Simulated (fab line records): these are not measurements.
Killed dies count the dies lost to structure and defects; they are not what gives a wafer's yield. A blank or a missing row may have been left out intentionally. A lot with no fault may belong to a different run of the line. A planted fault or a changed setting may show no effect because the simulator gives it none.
Check of tool commonality | flow n5Finfet | Sample size 9 lots and 27 wafers

== REASON IT WAS OPENED ==
On 2 of the 9 lots, a flag is raised at N5_SD_EPI_P_INSPECT_26 on the reading rawDefectCount. No-fault wafers: 177, standard deviation 34.
Rule: a lot is flagged when every wafer of it that has a number lies more than 4 standard deviations from that mean, or none has a number. The other lots count as sound.

lot  | measured    | on               | rawDefectCount, wafer by wafer | flag
L347 | day 3 09:52 | defectInspect-02 | 176 165 137                    | 
L348 | day 3 15:37 | defectInspect-01 | 174 209 174                    | 
L352 | day 4 16:32 | defectInspect-02 | 248 171 167                    | 
L355 | day 5 09:37 | defectInspect-01 | 178 172 216                    | 
L356 | day 5 18:02 | defectInspect-02 | 176 179 207                    | 
L364 | day 7 17:08 | defectInspect-02 | 656 589 597                    | FLAGGED
L365 | day 7 22:26 | defectInspect-01 | 505 550 583                    | FLAGGED
L368 | day 8 15:12 | defectInspect-01 | 196 122 162                    | 
L369 | day 8 23:13 | defectInspect-01 | 128 141 122                    | 
The mean of the flagged lots' numbers is 580, +403 from the usual (+12 standard deviations).

== EACH LOT AND THE TOOL IT RAN ON ==
2 process steps preceding the reading are held in the record, out of 1938 steps in the route. In each cell: the tool, then ch and the chambers that the sampled wafers went through, then the start.
lot  | flag    | N5_SD_EPI_P_ETCH_36              | N5_SD_EPI_P_SD_RECESS_17
L347 |         | rieDiel-04 ch 1,3, day 3 05:21   | rieSi-02 ch 2,3, day 3 06:00
L348 |         | rieDiel-03 ch 0,1,3, day 3 11:56 | rieSi-05 ch 0,2,3, day 3 12:35
L352 |         | rieDiel-03 ch 1,2,3, day 4 12:51 | rieSi-05 ch 0,1, day 4 13:30
L355 |         | rieDiel-06 ch 0,1,2, day 5 05:54 | rieSi-02 ch 0,1,3, day 5 06:34
L356 |         | rieDiel-06 ch 0,1,2, day 5 14:21 | rieSi-05 ch 0,1,3, day 5 15:00
L364 | FLAGGED | rieDiel-04 ch 0,1,2, day 7 12:02 | rieSi-05 ch 2,3, day 7 12:41
L365 | FLAGGED | rieDiel-06 ch 0,3, day 7 17:55   | rieSi-05 ch 0,2, day 7 18:34
L368 |         | rieDiel-04 ch 1,2,3, day 8 11:25 | rieSi-02 ch 0,3, day 8 12:04
L369 |         | rieDiel-03 ch 0,2,3, day 8 18:40 | rieSi-02 ch 0,2,3, day 8 19:19
What the steps here do:
- N5_SD_EPI_P_ETCH_36: etches SiARC in CF4, target depth 45.5 nm, time 75.8 s.
- N5_SD_EPI_P_SD_RECESS_17: chemistry HBr/Cl2/O2, target depth 39.1 nm, bt time 3 s.
- N5_SD_EPI_P_INSPECT_26: inspects for defects (darkfield).

== FLAGGED OVER TOTAL, TOOL BY TOOL (the gauges that took the reading come last) ==
step                     | tool             | lots run | flagged | share of the flagged lots | sound lots run after its first flagged lot
N5_SD_EPI_P_ETCH_36      | rieDiel-03       | 3        | 0       | none                      | -
N5_SD_EPI_P_ETCH_36      | rieDiel-04       | 3        | 1       | some                      | 1 (L368)
N5_SD_EPI_P_ETCH_36      | rieDiel-06       | 3        | 1       | some                      | 0
N5_SD_EPI_P_SD_RECESS_17 | rieSi-02         | 4        | 0       | none                      | -
N5_SD_EPI_P_SD_RECESS_17 | rieSi-05         | 5        | 2       | all                       | 0
N5_SD_EPI_P_INSPECT_26   | defectInspect-01 | 5        | 1       | some                      | 2 (L368,L369)
N5_SD_EPI_P_INSPECT_26   | defectInspect-02 | 4        | 1       | some                      | 0

== WHAT IS ALLOWED BY THE TABLE ==
Rows of the table that ran each flagged lot: 1, that is rieSi-05 at N5_SD_EPI_P_SD_RECESS_17.
- rieSi-05 at N5_SD_EPI_P_SD_RECESS_17: 2 of its 5 lots flagged. A fault beginning between L356 (day 5 15:00), its last sound lot, and L364 (day 7 12:41), its first flagged one, fits the data.
Left over: one tool, rieSi-05 at N5_SD_EPI_P_SD_RECESS_17.

== WHAT WAS PUT IN BY THE SIMULATOR ==
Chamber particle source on rieSi-05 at N5_SD_EPI_P_SD_RECESS_17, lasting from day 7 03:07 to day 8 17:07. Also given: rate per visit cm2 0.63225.
Lots struck among those shown: L364, L365. The rule above found the same.
